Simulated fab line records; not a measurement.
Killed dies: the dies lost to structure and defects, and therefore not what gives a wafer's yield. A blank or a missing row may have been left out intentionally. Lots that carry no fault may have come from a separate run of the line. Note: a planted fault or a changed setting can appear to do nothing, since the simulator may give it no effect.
Struck lot and sound lot, side by side    flow n5 finfet    18 steps out of a route of 1938
Sound: these wafers, L905.2, L905.5, L905.6. Struck: wafer L914.3 (L914.2, L914.5, from the same lot, were not struck and are left out); the cause is given at the end.
For every step that has rows: the tool of each side, followed by ch and its chambers, followed by its first start. Under that, the readings that differ: sound wafers    struck wafers    difference of the means    sigmas: that difference in standard deviations of wafers without a fault.
alike: words and numbers the same on both sides, and readings whose means are apart by under 2 such deviations; not compared: readings that were withheld, readings missing a value for some wafer, numbers with overlapping values and no deviation given by the record, and bounds like >300 which may hide the same value.
The two part at a step that has a row with sigmas, a row that says differs or no value, or rows on one side only. Non-overlapping numbers with no deviation appear without sigmas and do not part them. A reading that every wafer of one side lacks parts them only if that side has two wafers or more.

first, 1 step without rows for these wafers: N5_BEOL_M15_DESCUM_33 (chemistry O2, time 7.9 s).
N5_BEOL_M15_ETCH_61: etches BARC in N2/H2, target depth 89 nm, overetch 26.7 nm, time 67.9 s.
  sound on rie diel-03 ch 0,2,3, day 12 19:21; struck on rie diel-06 ch 3, day 15 11:10
reading                      sound        struck  difference  sigmas
drypump motor current A (A)  4.8 5.3 5.1  6.7     +1.6        +3
  alike: h2 flow sccm, oes product au, rf vpp V, showerhead plenum p Torr, throttle valve pct
  not compared: rf hours counter h
then, 2 steps without rows for these wafers: N5_BEOL_M15_TRENCH_ETCH_34 (etches SiO2 in C4F8/O2/Ar, target depth 872.93 nm, time 199 s); N5_BEOL_M15_STRIP_36 (strips in O2).
N5_BEOL_M15_STRIP_62: strips in O2.
  sound on rie diel-06 ch 0,1,2; struck on rie diel-06 ch 2
  alike: drypump motor current A, oes product au, rf vpp V, showerhead plenum p Torr, temp c, throttle valve pct
  not compared: rf hours counter h
N5_BEOL_M15_STRIP_37: strips in O2.
  sound on rie diel-06 ch 0,1,2; struck on rie diel-06 ch 2
reading     sound              struck  difference  sigmas
temp c (C)  60.07 59.92 60.02  60.32   +0.32       +2
  alike: drypump motor current A, oes product au, rf vpp V, showerhead plenum p Torr, throttle valve pct
  not compared: rf hours counter h
N5_BEOL_M15_ETCH_38: etches SiCN in CF4/N2, target depth 106.4 nm, time 120.5 s.
  sound on rie diel-06 ch 0,1,2; struck on rie diel-06 ch 2
  alike: drypump motor current A, oes product au, rf vpp V, showerhead plenum p Torr, throttle valve pct
  not compared: rf hours counter h
then, 2 steps without rows for these wafers: N5_BEOL_M15_PRECLEAN_39 (cleans in residue remover, time 60 s); N5_BEOL_M15_SRD_40 (time 30 s, dry time 30 s).
N5_BEOL_M15_DEGAS_41: time 60 s.
  sound on pvd sputter-03, day 12 23:56; struck on pvd sputter-01, day 15 13:33
  alike: heater power w
then, 1 step without rows for these wafers: N5_BEOL_M15_PRE_CLEAN_42 (time 30 s).
N5_BEOL_M15_SPUTTER_43: material TaN, target thk 15 nm, time 24.19 s.
  sound on pvd sputter-03, day 13 00:01; struck on pvd sputter-01, day 15 13:38
reading                                       sound           struck  difference  sigmas
throttle valve pct (%)                        29.6 29.8 29.2  31.5    +2.0        +2
model.TaN_of_BEOL_M15_SPUTTER_43.thk nm (nm)  15 15.2 15.2    13.4    -1.7        
then, 4 steps without rows for these wafers: N5_BEOL_M15_SPUTTER_44 (material Ta, target thk 15 nm, time 24.19 s); N5_BEOL_M15_SPUTTER_45 (material Cu, target thk 100 nm, time 16.67 s); N5_BEOL_M15_ECD_47 (material Cu, target thk 1860 nm); N5_BEOL_M15_ANNEAL_48 (time 90 s).
N5_BEOL_M15_CMP_49: polishes, stops on SiO2, t overpolish 4.9 s, target thk 850 nm.
  sound on cmp-04 ch 0,3, day 13 01:09; struck on cmp-04 ch 2, day 15 15:06
reading                       sound              struck  difference  sigmas
barrier field endpoint s (s)  11.39 11.35 11.19  10.77   -0.54       -2
  alike: motor current A
N5_BEOL_M15_THK_MEAS_50: measures by xrf.
  sound on film metro-02, day 13 01:25; struck on film metro-01, day 15 15:23
  alike: M15_THK

== WHERE THEY PART ==
At N5_BEOL_M15_ETCH_61 first; at N5_BEOL_M15_CMP_49 last (within this record only). Later steps at which nothing parts them and some readings are alike: N5_BEOL_M15_THK_MEAS_50.

WHY: what had been put in by the simulator
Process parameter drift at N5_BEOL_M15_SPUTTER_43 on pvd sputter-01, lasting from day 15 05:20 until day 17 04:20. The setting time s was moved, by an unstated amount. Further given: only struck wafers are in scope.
